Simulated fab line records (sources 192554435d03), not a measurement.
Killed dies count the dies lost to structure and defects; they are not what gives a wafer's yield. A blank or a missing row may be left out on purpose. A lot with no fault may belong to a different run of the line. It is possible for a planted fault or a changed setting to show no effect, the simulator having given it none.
fab line records + flow n5-finfet
record:
- lots: 11
- wafers: 32
- last-day: 18
route steps=1938 shown BEOL_M14@1762 BEOL_M15@1779 PASSIVATION@1936
lots that met no fault: taken from a fault-free run of the same line
start-h: the number of hours between the record's first day and the start of the first shown wafer of the lot + wait-h: how many hours have passed since the lot's step before this one + " unchanged from the row above + L1.1+2: several wafers, shown together as one row + - no value, or no start was given + * or withheld: withheld + < > ~ a bound
route shown NAME@n: a module of which the file shows steps, and the number in the route of the first + usual: the fault-free wafers' mean and standard deviation + same: alike in all rows + chamber/n: place in a boat + sites: readings site by site + _std_site: how widely they spread, as a standard deviation + _edge_site: mean of outer sites minus mean of inner sites + radius-mm: how far each site lies from the wafer's centre + mask NAME#n: copy n + behind: the most recent tool/chamber to have shaped the wafer + hold: why the lot was held/for how many hours/how that ended + device: the transistor (n, p or np) that didn't switch + end of line: tests of these same wafers at the route's end + a step given without rows: its recipe and nothing more + killed: at the first sort, the dies lost to defects and structure; wafer yield is something else + map: dies across one wafer; x = killed, . = not, _ = none there
set.NAME: the setting the step ran with; set.NAME@STEP: the setting that earlier step ran with + model.NAME: the simulator's own value behind a step, which no gauge read
steps of the route over a sample of lots; a table a step, a row a wafer
services: the hour from which a tool's chamber was out of use, counted from the record's first day as start-h (under 0 if before that day), plus the number of hours and why
== steps ==
step: N5_BEOL_M14_SPUTTER_43
recipe:
- material: TaN
- target-thk-a: 150
- temp-c: 50
- bias-v: 168.6
- power-w: 15000
- chamber-pressure-pa: 0.12
- time-s: 24.19
usual:
- chamber-pressure-pa: 0.11999/0.00024
- throttle-valve-pct: 30.1/0.66
| lot.wafer | tool           | chamber | start-h | wait-h | chamber-pressure-pa | throttle-valve-pct |
|-----------|----------------|---------|---------|--------|---------------------|--------------------|
| L715.2    | pvd-sputter-01 | -       | 240.77  | 0.0    | 0.11955             | 30.1               |
| L715.3    | "              | -       | "       | "      | 0.11987             | 29.7               |
| L715.4    | "              | -       | "       | "      | 0.12006             | 30.3               |
| L716.3    | pvd-sputter-03 | -       | 252.97  | 0.0    | 0.12009             | 29.5               |
| L716.5    | "              | -       | "       | "      | 0.12003             | 30.2               |
| L717.1    | pvd-sputter-01 | -       | 256.51  | 0.0    | 0.11989             | 30.1               |
| L717.2    | "              | -       | "       | "      | 0.11998             | 29.7               |
| L717.5    | "              | -       | "       | "      | 0.12034             | 30.1               |
| L719.3    | pvd-sputter-03 | -       | 268.96  | 0.0    | 0.11986             | 31.5               |
| L719.5    | "              | -       | "       | "      | 0.12025             | 29.5               |
| L719.6    | "              | -       | "       | "      | 0.11942             | 30.3               |
| L718.1    | pvd-sputter-02 | -       | 269.30  | 0.0    | 0.12039             | 29.7               |
| L718.2    | "              | -       | "       | "      | 0.11966             | 31.4               |
| L718.3    | "              | -       | "       | "      | 0.12048             | 30.1               |
| L724.2    | pvd-sputter-03 | -       | 308.16  | 0.0    | 0.11999             | 31.9               |
| L724.5    | "              | -       | "       | "      | 0.12016             | 29.5               |
| L724.6    | "              | -       | "       | "      | 0.11963             | 29.4               |
| L728.2    | pvd-sputter-03 | -       | 329.91  | 0.0    | 0.11972             | 31.4               |
| L728.3    | "              | -       | "       | "      | 0.11982             | 29.6               |
| L728.4    | "              | -       | "       | "      | 0.11973             | 30.2               |
| L726.1    | pvd-sputter-01 | -       | 330.19  | 0.0    | 0.11962             | 30.0               |
| L726.2    | "              | -       | "       | "      | 0.12014             | 29.3               |
| L726.5    | "              | -       | "       | "      | 0.11974             | 30.3               |
| L729.2    | pvd-sputter-02 | -       | 336.95  | 0.0    | 0.12008             | 30.0               |
| L729.5    | "              | -       | "       | "      | 0.12037             | 30.3               |
| L729.6    | "              | -       | "       | "      | 0.11998             | 29.9               |
| L738.2    | pvd-sputter-01 | -       | 385.27  | 0.0    | 0.12024             | 30.4               |
| L738.3    | "              | -       | "       | "      | 0.11987             | 29.7               |
| L738.6    | "              | -       | "       | "      | 0.1199              | 30.1               |
| L737.2    | pvd-sputter-03 | -       | 394.44  | 0.0    | 0.11932             | 31.7               |
| L737.4    | "              | -       | "       | "      | 0.11994             | 29.2               |
| L737.6    | "              | -       | "       | "      | 0.12003             | 29.6               |
step: N5_BEOL_M15_EXPOSE_07
recipe:
- mask-id: V14
- na: 0.8
- source-shape: annular
- sigma-inner: 0.5
- sigma-outer: 0.8
- polarization: unpolarized
- attpsm-phase-deg: 180
- dose-mj: 41.25
usual:
- exposure-dose-mJ-cm2: 41.21/0.042
- reticle-temp-C: 23.01/0.089
same:
- sigma-outer: 0.8
| lot.wafer | tool           | chamber | start-h | wait-h | mask  | exposure-dose-mJ-cm2 | reticle-temp-C |
|-----------|----------------|---------|---------|--------|-------|----------------------|----------------|
| L715.2    | krf-scanner-01 | 0       | 242.53  | -      | V14#0 | 41.25                | 23.05          |
| L715.3    | "              | 0       | "       | "      | V14#0 | 41.25                | 23.23          |
| L715.4    | "              | 0       | "       | "      | V14#0 | 41.22                | 23.17          |
| L716.3    | krf-scanner-01 | 0       | 254.61  | -      | V14#0 | 41.23                | 23.23          |
| L716.5    | "              | 0       | "       | "      | V14#0 | 41.21                | 22.99          |
| L717.1    | krf-scanner-01 | 0       | 258.18  | -      | V14#0 | 41.28                | 22.93          |
| L717.2    | "              | 0       | "       | "      | V14#0 | 41.22                | 22.85          |
| L717.5    | "              | 0       | "       | "      | V14#0 | 41.21                | 22.92          |
| L719.3    | krf-scanner-02 | 0       | 270.74  | -      | V14#0 | 41.20                | 22.94          |
| L719.5    | "              | 0       | "       | "      | V14#0 | 41.27                | 23.01          |
| L719.6    | "              | 0       | "       | "      | V14#0 | 41.23                | 23.02          |
| L718.1    | krf-scanner-02 | 0       | 270.93  | -      | V14#0 | 41.18                | 22.96          |
| L718.2    | "              | 0       | "       | "      | V14#0 | 41.16                | 22.97          |
| L718.3    | "              | 0       | "       | "      | V14#0 | 41.22                | 23.14          |
| L724.2    | krf-scanner-02 | 0       | 309.93  | -      | V14#0 | 41.18                | 22.96          |
| L724.5    | "              | 0       | "       | "      | V14#0 | 41.24                | 22.89          |
| L724.6    | "              | 0       | "       | "      | V14#0 | 41.23                | 23.03          |
| L728.2    | krf-scanner-02 | 0       | 331.74  | -      | V14#0 | 41.19                | 23.10          |
| L728.3    | "              | 0       | "       | "      | V14#0 | 41.17                | 22.94          |
| L728.4    | "              | 0       | "       | "      | V14#0 | 41.19                | 23.02          |
| L726.1    | krf-scanner-02 | 0       | 332.09  | -      | V14#0 | 41.18                | 23.01          |
| L726.2    | "              | 0       | "       | "      | V14#0 | 41.17                | 23.18          |
| L726.5    | "              | 0       | "       | "      | V14#0 | 41.20                | 23.12          |
| L729.2    | krf-scanner-02 | 0       | 338.73  | -      | V14#0 | 41.17                | 22.99          |
| L729.5    | "              | 0       | "       | "      | V14#0 | 41.22                | 23.06          |
| L729.6    | "              | 0       | "       | "      | V14#0 | 41.21                | 23.08          |
| L738.2    | krf-scanner-01 | 0       | 388.92  | -      | V14#0 | 41.18                | 22.92          |
| L738.3    | "              | 0       | "       | "      | V14#0 | 41.20                | 22.87          |
| L738.6    | "              | 0       | "       | "      | V14#0 | 41.20                | 22.86          |
| L737.2    | krf-scanner-01 | 0       | 396.19  | -      | V14#0 | 41.27                | 23.02          |
| L737.4    | "              | 0       | "       | "      | V14#0 | 41.22                | 23.05          |
| L737.6    | "              | 0       | "       | "      | V14#0 | 41.21                | 22.91          |
step: N5_BEOL_M15_CD_MEAS_10
recipe:
- target-cd-nm: 360
- landing-energy-ev: 500
- detector: se-inlens
- polarity: opening
usual:
- cd-nm: 359.6/1.5
| lot.wafer | tool      | chamber | start-h | wait-h | cd-nm |
|-----------|-----------|---------|---------|--------|-------|
| L715.2    | cd-sem-01 | 0       | 242.70  | -      | 361.6 |
| L715.3    | "         | 0       | "       | "      | 359.0 |
| L715.4    | "         | 0       | "       | "      | 364.4 |
| L716.3    | cd-sem-03 | 0       | 254.78  | -      | 360.6 |
| L716.5    | "         | 0       | "       | "      | 359.3 |
| L717.1    | cd-sem-02 | 0       | 258.35  | -      | 361.5 |
| L717.2    | "         | 0       | "       | "      | 360.8 |
| L717.5    | "         | 0       | "       | "      | 359.8 |
| L719.3    | cd-sem-01 | 0       | 270.90  | -      | 361.8 |
| L719.5    | "         | 0       | "       | "      | 361.4 |
| L719.6    | "         | 0       | "       | "      | 360.2 |
| L718.1    | cd-sem-02 | 0       | 271.10  | -      | 358.2 |
| L718.2    | "         | 0       | "       | "      | 356.5 |
| L718.3    | "         | 0       | "       | "      | 357.6 |
| L724.2    | cd-sem-03 | 0       | 310.10  | -      | 360.3 |
| L724.5    | "         | 0       | "       | "      | 359.0 |
| L724.6    | "         | 0       | "       | "      | 359.5 |
| L728.2    | cd-sem-01 | 0       | 331.91  | -      | 389.7 |
| L728.3    | "         | 0       | "       | "      | 392.1 |
| L728.4    | "         | 0       | "       | "      | 358.1 |
| L726.1    | cd-sem-01 | 0       | 332.27  | -      | 359.5 |
| L726.2    | "         | 0       | "       | "      | 393.2 |
| L726.5    | "         | 0       | "       | "      | 360.4 |
| L729.2    | cd-sem-02 | 0       | 338.90  | -      | 389.8 |
| L729.5    | "         | 0       | "       | "      | 356.9 |
| L729.6    | "         | 0       | "       | "      | 358.9 |
| L738.2    | cd-sem-03 | 0       | 389.09  | -      | 362.6 |
| L738.3    | "         | 0       | "       | "      | 361.4 |
| L738.6    | "         | 0       | "       | "      | 360.2 |
| L737.2    | cd-sem-03 | 0       | 396.36  | -      | 361.1 |
| L737.4    | "         | 0       | "       | "      | 359.8 |
| L737.6    | "         | 0       | "       | "      | 358.9 |
step: N5_BEOL_M15_OVL_MEAS_11
recipe:
- points-per-wafer: 44
usual:
- V14_OVL: -1/5.2
| lot.wafer | tool       | chamber | start-h | wait-h | V14_OVL[nm] |
|-----------|------------|---------|---------|--------|-------------|
| L715.2    | overlay-01 | 0       | 242.73  | 0.0    | -4          |
| L715.3    | "          | 0       | "       | "      | 6           |
| L715.4    | "          | 0       | "       | "      | 1           |
| L716.3    | overlay-01 | 0       | 254.80  | 0.0    | 4           |
| L716.5    | "          | 0       | "       | "      | 4           |
| L717.1    | overlay-02 | 0       | 258.38  | 0.0    | -2          |
| L717.2    | "          | 0       | "       | "      | 4           |
| L717.5    | "          | 0       | "       | "      | -7          |
| L719.3    | overlay-01 | 0       | 270.93  | 0.0    | 4           |
| L719.5    | "          | 0       | "       | "      | 8           |
| L719.6    | "          | 0       | "       | "      | -3          |
| L718.1    | overlay-01 | 0       | 271.13  | 0.0    | 6           |
| L718.2    | "          | 0       | "       | "      | 7           |
| L718.3    | "          | 0       | "       | "      | 2           |
| L724.2    | overlay-01 | 0       | 310.13  | 0.0    | -9          |
| L724.5    | "          | 0       | "       | "      | -8          |
| L724.6    | "          | 0       | "       | "      | -10         |
| L728.2    | overlay-01 | 0       | 331.94  | 0.0    | 2           |
| L728.3    | "          | 0       | "       | "      | 3           |
| L728.4    | "          | 0       | "       | "      | -5          |
| L726.1    | overlay-01 | 0       | 332.30  | 0.0    | -2          |
| L726.2    | "          | 0       | "       | "      | -1          |
| L726.5    | "          | 0       | "       | "      | 4           |
| L729.2    | overlay-01 | 0       | 338.93  | 0.0    | -10         |
| L729.5    | "          | 0       | "       | "      | -6          |
| L729.6    | "          | 0       | "       | "      | -5          |
| L738.2    | overlay-02 | 0       | 389.12  | 0.0    | 4           |
| L738.3    | "          | 0       | "       | "      | -5          |
| L738.6    | "          | 0       | "       | "      | 7           |
| L737.2    | overlay-02 | 0       | 396.39  | 0.0    | 7           |
| L737.4    | "          | 0       | "       | "      | 5           |
| L737.6    | "          | 0       | "       | "      | -3          |
step: N5_BEOL_M15_STRIP_63
recipe:
- chemistry: O2
- power-w: 600
- temp-c: 60
- pressure-mtorr: 30
- rf-frequency-hz: 6e+07
- bias-power-w: 0
- overash-fraction: 0.3
- o2-flow-sccm: 225
usual:
- drypump-motor-current-A: 5.7/0.46
- oes-product-au: 0.75/0.087
- rf-vpp-V: 3.7/0.75
- showerhead-plenum-p-Torr: 2.09/0.072
- throttle-valve-pct: 16.74/0.2
| lot.wafer | tool        | chamber | start-h | wait-h | drypump-motor-current-A | oes-product-au | rf-hours-counter-h | rf-vpp-V | showerhead-plenum-p-Torr | throttle-valve-pct |
|-----------|-------------|---------|---------|--------|-------------------------|----------------|--------------------|----------|--------------------------|--------------------|
| L715.2    | rie-diel-02 | 3       | -       | -      | 5.9                     | 0.68           | 219                | 3.8      | 2.00                     | 16.84              |
| L715.3    | "           | 2       | "       | "      | 4.9                     | 0.72           | 204                | 3.8      | 2.06                     | 16.54              |
| L715.4    | "           | 0       | "       | "      | 5.7                     | 0.71           | 183                | 4.3      | 2.09                     | 16.61              |
| L716.3    | rie-diel-01 | 0       | -       | -      | 6.0                     | 0.76           | 171                | 3.3      | 2.03                     | 17.01              |
| L716.5    | "           | 1       | "       | "      | 6.5                     | 0.87           | -                  | 3.2      | 2.12                     | 16.55              |
| L717.1    | rie-diel-05 | 1       | -       | -      | 5.7                     | 0.70           | 197                | 3.2      | 2.00                     | 17.14              |
| L717.2    | "           | 0       | "       | "      | 5.9                     | 0.82           | 97                 | 4.6      | 2.19                     | 16.65              |
| L717.5    | "           | 2       | "       | "      | 5.6                     | 0.71           | -                  | 4.7      | 2.15                     | 16.71              |
| L719.3    | rie-diel-02 | 3       | -       | -      | 5.9                     | 0.67           | 226                | 4.6      | 1.99                     | 16.81              |
| L719.5    | "           | 0       | "       | "      | 5.7                     | 0.72           | -                  | 2.8      | 2.09                     | 16.63              |
| L719.6    | "           | 1       | "       | "      | 6.1                     | 0.71           | -                  | 3.4      | 2.17                     | 16.77              |
| L718.1    | rie-diel-01 | 3       | -       | -      | 5.0                     | 0.70           | 221                | 5.4      | 2.01                     | 16.84              |
| L718.2    | "           | 0       | "       | "      | 6.0                     | 0.77           | 175                | 4.9      | 2.02                     | 17.02              |
| L718.3    | "           | 1       | "       | "      | 6.5                     | 0.87           | 67                 | 4.6      | 2.12                     | 16.53              |
| L724.2    | rie-diel-01 | 0       | -       | -      | 6.0                     | 0.73           | 188                | 4.3      | 2.02                     | 17.05              |
| L724.5    | "           | 2       | "       | "      | 6.0                     | 0.68           | -                  | 4.1      | 2.14                     | 16.83              |
| L724.6    | "           | 3       | "       | "      | 5.0                     | 0.68           | -                  | 4.2      | 2.00                     | 16.88              |
| L728.2    | rie-diel-02 | 3       | -       | -      | 5.9                     | 0.67           | 244                | 4.4      | 1.99                     | 16.86              |
| L728.3    | "           | 0       | "       | "      | 5.8                     | 0.71           | 208                | 2.3      | 2.08                     | 16.68              |
| L728.4    | "           | 1       | "       | "      | 6.2                     | 0.69           | 233                | 2.6      | 2.16                     | 16.80              |
| L726.1    | rie-diel-02 | 2       | -       | -      | 4.9                     | 0.69           | 231                | 3.8      | 2.05                     | 16.60              |
| L726.2    | "           | 1       | "       | "      | 6.2                     | 0.69           | 233                | 2.7      | 2.16                     | 16.80              |
| L726.5    | "           | 2       | "       | "      | 5.0                     | 0.70           | -                  | 3.5      | 2.05                     | 16.61              |
| L729.2    | rie-diel-05 | 0       | -       | -      | 5.9                     | 0.79           | 122                | 3.6      | 2.18                     | 16.74              |
| L729.5    | "           | 3       | "       | "      | 5.6                     | 0.92           | -                  | 5.1      | 2.16                     | 16.41              |
| L729.6    | "           | 0       | "       | "      | 5.9                     | 0.79           | -                  | 4.3      | 2.18                     | 16.73              |
| L738.2    | rie-diel-02 | 3       | -       | -      | 5.9                     | 0.95           | 7                  | 4.1      | 2.25                     | 16.52              |
| L738.3    | "           | 2       | "       | "      | 4.9                     | 0.69           | 250                | 3.4      | 2.05                     | 16.65              |
| L738.6    | "           | 2       | "       | "      | 4.9                     | 0.69           | -                  | 2.5      | 2.05                     | 16.64              |
| L737.2    | rie-diel-01 | 0       | -       | -      | 6.0                     | 0.73           | 216                | 3.6      | 2.01                     | 17.12              |
| L737.4    | "           | 0       | "       | "      | 6.0                     | 0.72           | -                  | 4.2      | 2.01                     | 17.09              |
| L737.6    | "           | 3       | "       | "      | 5.0                     | 0.97           | -                  | 4.4      | 2.26                     | 16.40              |
step: N5_PASSIVATION_PROBE_49
usual:
- defect-limited-yield: 91.0/1.3
- killed_at_M0_to_M3: 36/9.5
- killed_at_M4_up: 14/5.6
- killed-at-contacts: 12/6.4
- killed-at-front-end: 40/10
- killed-at-other: 3.2/3
- killed-dies: 107/15
- killed-open: 69/12
- killed-short: 35/7.7
- sort_bin_5_function: 5.3/0.91
- sort_bin_6_memory: 3.3/0.65
- sort-n-pass: 1073/15
- sort-yield-pct: 91.0/1.3
same:
- gross-dies: 1180
- killed-at-back-side: 0
- sort_bin_4_leakage[%]: 0
- sort_bin_8_speed[%]: 0
| lot.wafer | tool      | chamber | start-h | wait-h | defect-limited-yield[%] | killed_at_M0_to_M3 | killed_at_M4_up | killed-at-contacts | killed-at-front-end | killed-at-other | killed-dies | killed-open | killed-short | sort_bin_5_function[%] | sort_bin_6_memory[%] | sort-n-pass | sort-yield-pct[%] |
|-----------|-----------|---------|---------|--------|-------------------------|--------------------|-----------------|--------------------|---------------------|-----------------|-------------|-------------|--------------|------------------------|----------------------|-------------|-------------------|
| L728.2    | prober-02 | -       | 354.66  | 0.1    | 88.1                    | 58                 | 16              | 23                 | 40                  | 3               | 140         | 92          | 39           | 6.3                    | 4.7                  | 1040        | 88.1              |
| L728.3    | prober-02 | -       | 354.71  | 0.1    | 90.8                    | 33                 | 21              | 13                 | 40                  | 1               | 108         | 62          | 33           | 5.2                    | 2.6                  | 1072        | 90.8              |
| L726.2    | prober-01 | -       | 354.73  | 0.1    | 93.1                    | 24                 | 11              | 12                 | 32                  | 2               | 81          | 39          | 40           | 4.1                    | 2.3                  | 1099        | 93.1              |
| L738.2    | prober-01 | -       | 410.05  | 0.1    | 91.1                    | 38                 | 22              | 26                 | 18                  | 1               | 105         | 76          | 29           | 5.9                    | 2.8                  | 1075        | 91.1              |
| L738.3    | prober-01 | -       | 410.10  | 0.1    | 91.4                    | 24                 | 26              | 15                 | 35                  | 1               | 101         | 77          | 24           | 5.1                    | 3.4                  | 1079        | 91.4              |
| L738.6    | prober-01 | -       | 410.25  | 0.3    | 91.2                    | 29                 | 21              | 19                 | 33                  | 2               | 104         | 78          | 25           | 6.1                    | 2.5                  | 1076        | 91.2              |
killed by level:class
L728.2 MOL_CONTACT_COAG:geometric-particle:open=20 BEOL_M0_SAQP:geometric-particle:open=17 BEOL_M0_SAQP:geometric-particle:short=13 BEOL_M3:geometric-particle:open=12 STI_FIN_REVEAL:geometric-particle:open=10 STI_FIN_REVEAL:geometric-particle:short=7 BEOL_M4:geometric-particle:open=7 BEOL_M2:geometric-particle:open=6
L728.3 STI_FIN_REVEAL:geometric-particle:open=13 MOL_CONTACT_COAG:geometric-particle:open=11 BEOL_M0_SAQP:geometric-particle:short=10 BEOL_M15:area-expose=7 GATE_CUT:geometric-particle:short=6 BEOL_M4:geometric-particle:open=6 BEOL_M0_SAQP:geometric-particle:open=5 BEOL_M1:geometric-particle:open=5
L726.2 MOL_CONTACT_COAG:geometric-particle:open=9 FIN_SAQP:geometric-particle:short=8 STI_FIN_REVEAL:geometric-particle:open=5 GATE_CUT:geometric-particle:short=5 BEOL_M0_SAQP:geometric-particle:short=5 DUMMY_GATE:geometric-particle:open=4 BEOL_M0_SAQP:geometric-particle:open=4 BEOL_M2:geometric-particle:open=4
L738.2 MOL_CONTACT_COAG:geometric-particle:open=22 BEOL_M4:geometric-particle:open=16 BEOL_M1:geometric-particle:open=11 BEOL_M2:geometric-particle:open=10 BEOL_M1:geometric-particle:short=5 MOL_CONTACT_COAG:geometric-particle:short=4 STI_FIN_REVEAL:geometric-particle:open=3 BEOL_M0_SAQP:geometric-particle:short=3
L738.3 BEOL_M4:geometric-particle:open=15 MOL_CONTACT_COAG:geometric-particle:open=13 FIN_SAQP:geometric-particle:open=7 BEOL_M2:geometric-particle:open=6 DUMMY_GATE:geometric-particle:open=5 BEOL_M3:geometric-particle:open=5 ILD0:geometric-particle:short=4 GATE_CUT:geometric-particle:short=4
L738.6 MOL_CONTACT_COAG:geometric-particle:open=17 BEOL_M4:geometric-particle:open=11 FIN_SAQP:geometric-particle:open=9 BEOL_M0_SAQP:geometric-particle:short=7 DUMMY_GATE:geometric-particle:open=6 STI_FIN_REVEAL:geometric-particle:open=4 BEOL_M0_SAQP:geometric-particle:open=4 BEOL_M2:geometric-particle:open=4
== services ==
| tool           | chamber | start-h | hours | kind                          |
|----------------|---------|---------|-------|-------------------------------|
| krf-scanner-01 | -       | 218.66  | 4.4   | pm                            |
| krf-scanner-01 | -       | 252.90  | 1.0   | pm                            |
| krf-scanner-02 | -       | 259.05  | 1.3   | pm                            |
| krf-scanner-01 | -       | 263.99  | 1.3   | pm                            |
| pvd-sputter-01 | -       | 265.37  | 5.6   | repair                        |
| krf-scanner-02 | -       | 265.98  | 1.0   | pm                            |
| krf-scanner-02 | 0       | 269.06  | -     | calibration                   |
| krf-scanner-01 | -       | 304.12  | 0.8   | pm                            |
| krf-scanner-01 | -       | 349.87  | 11.6  | pm                            |
| pvd-sputter-02 | -       | 350.92  | 15.4  | repair                        |
| rie-diel-02    | 3       | 351.18  | -     | clean                         |
| rie-diel-02    | 3       | 351.18  | -     | consumable-replace:focus-ring |
| rie-diel-02    | 3       | 351.18  | -     | consumable-replace:showerhead |
| rie-diel-02    | 3       | 351.18  | 16.0  | scheduled-down                |
| rie-diel-02    | 3       | 351.18  | 16.0  | vent-cycle                    |
| krf-scanner-01 | 0       | 361.90  | -     | calibration                   |
| pvd-sputter-01 | -       | 363.81  | 5.6   | repair                        |
| rie-diel-05    | 0       | 365.70  | 8.6   | repair                        |
| pvd-sputter-02 | -       | 366.68  | 18.9  | repair                        |
| krf-scanner-02 | -       | 377.17  | 0.8   | pm                            |
| rie-diel-02    | 1       | 388.20  | -     | clean                         |
| rie-diel-02    | 1       | 388.20  | -     | consumable-replace:focus-ring |
| rie-diel-02    | 1       | 388.20  | 15.5  | scheduled-down                |
| rie-diel-02    | 1       | 388.20  | 15.5  | vent-cycle                    |
== key ==
first-sign:
- step: N5_BEOL_M15_CD_MEAS_10
- reading: cd-nm
- direction: up
- sigmas: 21
- usual: 359.6
- struck: 391.2
effect none on later readings
met-at N5_BEOL_M15_EXPOSE_07
struck-lots L726,L728,L729
struck-wafers L726.2,L728.2,L728.3,L729.2
not-acting-at N5_BEOL_M14_SPUTTER_43,N5_BEOL_M15_OVL_MEAS_11,N5_BEOL_M15_STRIP_63
onset-between 309.93 331.74
fault:
- kind: process-parameter-drift
- tool: krf-scanner-02
- chamber: -
- onset-h: 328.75
- steps: N5_BEOL_M15_EXPOSE_07
- channel: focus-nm
- offset: 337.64
- shape: step
- end-h: 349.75
- scope: struck-wafers-only
